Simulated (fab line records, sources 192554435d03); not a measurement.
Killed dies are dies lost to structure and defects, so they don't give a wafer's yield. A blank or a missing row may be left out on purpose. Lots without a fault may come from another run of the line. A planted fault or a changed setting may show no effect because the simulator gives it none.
Split-lot experiment | flow n5_finfet | 7 lots, 21 wafers read, on a route of 1938 steps

THE SPLIT
At N5_BEOL_M13_COAT_65 (time 60 s, resist thk 350 nm), the setting spin_rpm was moved away from the recipe's 1500 rpm on 8 of the 21 wafers read, by -9.5% to +7.5%. The other wafers ran this setting at the recipe's value.

The reading is taken at the split's own step.

THE READING
SOC_of_BEOL_M13_COAT_65.thk_nm (the simulator's own value, which no gauge read), in nm, at N5_BEOL_M13_COAT_65 (time 60 s, resist thk 350 nm). The file gives no usual value for it. The 13 wafers here that ran the recipe average 350.9 nm, standard deviation 0.79 nm.

wafer  | tool, chamber at the split | spin_rpm as run, rpm | against the recipe | SOC_of_BEOL_M13_COAT_65.thk_nm, nm | against lot-mates on the recipe
L077.1 | litho_track-02, 0          | 1500                 | recipe             | 351                                | -
L077.5 | litho_track-02, 0          | 1500                 | recipe             | 350.8                              | -
L077.6 | litho_track-02, 0          | 1500                 | recipe             | 350.8                              | -
L079.1 | litho_track-05, 0          | 1500                 | recipe             | 350.8                              | -
L079.3 | litho_track-05, 0          | 1500                 | recipe             | 351                                | -
L079.4 | litho_track-05, 0          | 1500                 | recipe             | 351.2                              | -
L082.1 | litho_track-05, 0          | 1612                 | +7.5%              | 337.6                              | -12.2
L082.3 | litho_track-05, 0          | 1500                 | recipe             | 349.8                              | -
L082.6 | litho_track-05, 0          | 1612                 | +7.5%              | 338.6                              | -11.2
L083.1 | litho_track-01, 0          | 1399                 | -6.7%              | 365                                | +13.4
L083.4 | litho_track-01, 0          | 1399                 | -6.7%              | 364.6                              | +13.0
L083.5 | litho_track-01, 0          | 1500                 | recipe             | 351.6                              | -
L086.1 | litho_track-05, 0          | 1500                 | recipe             | 350.8                              | -
L086.2 | litho_track-05, 0          | 1500                 | recipe             | 350.2                              | -
L086.3 | litho_track-05, 0          | 1375                 | -8.3%              | 365.4                              | +14.9
L091.1 | litho_track-01, 0          | 1500                 | recipe             | 352.2                              | -
L091.2 | litho_track-01, 0          | 1500                 | recipe             | 352                                | -
L091.5 | litho_track-01, 0          | 1358                 | -9.5%              | 369.4                              | +17.3
L095.3 | litho_track-05, 0          | 1403                 | -6.5%              | 363                                | +13.8
L095.4 | litho_track-05, 0          | 1403                 | -6.5%              | 362.4                              | +13.2
L095.5 | litho_track-05, 0          | 1500                 | recipe             | 349.2                              | -

THE FIT
A straight line over all 21 wafers: SOC_of_BEOL_M13_COAT_65.thk_nm changes by -1.84 nm for each +1% of spin_rpm; r = -0.99; the points scatter about the line by 0.92 nm.
The same after taking each lot's own level away (the mean of its wafers on the recipe; 21 wafers): -1.8 nm for each +1%; r = -1.00; scatter 0.8 nm.
On that fit, the largest move of spin_rpm shifts the reading by 17 nm.
The lots' own levels span 349.20 to 352.10 nm, that is 3.7 times the standard deviation above.
So the lot-to-lot level changes the slope little: the two slopes agree.
Check: with one of the wafers moved furthest among these (-9.5%) left out of the fit, the line predicts +17.6 nm for it against its lot-mates. It came out at +17.3 nm against them.

OTHER SPLITS ON THESE WAFERS
These wafers also went through other splits before the reading. Each is held against what the fit with the lots' levels taken away leaves over:
other split on the same wafers | wafers away from the commonest value | r with SOC_of_BEOL_M13_COAT_65.thk_nm (lot level and that fit taken away)
N5_BEOL_M13_COAT_04 spin_rpm   | 11                                   | -0.24

THE FILE'S OWN FIT
SOC_of_BEOL_M13_COAT_65.thk_nm changes by -1.83 nm for each +1% of spin_rpm, r = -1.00.
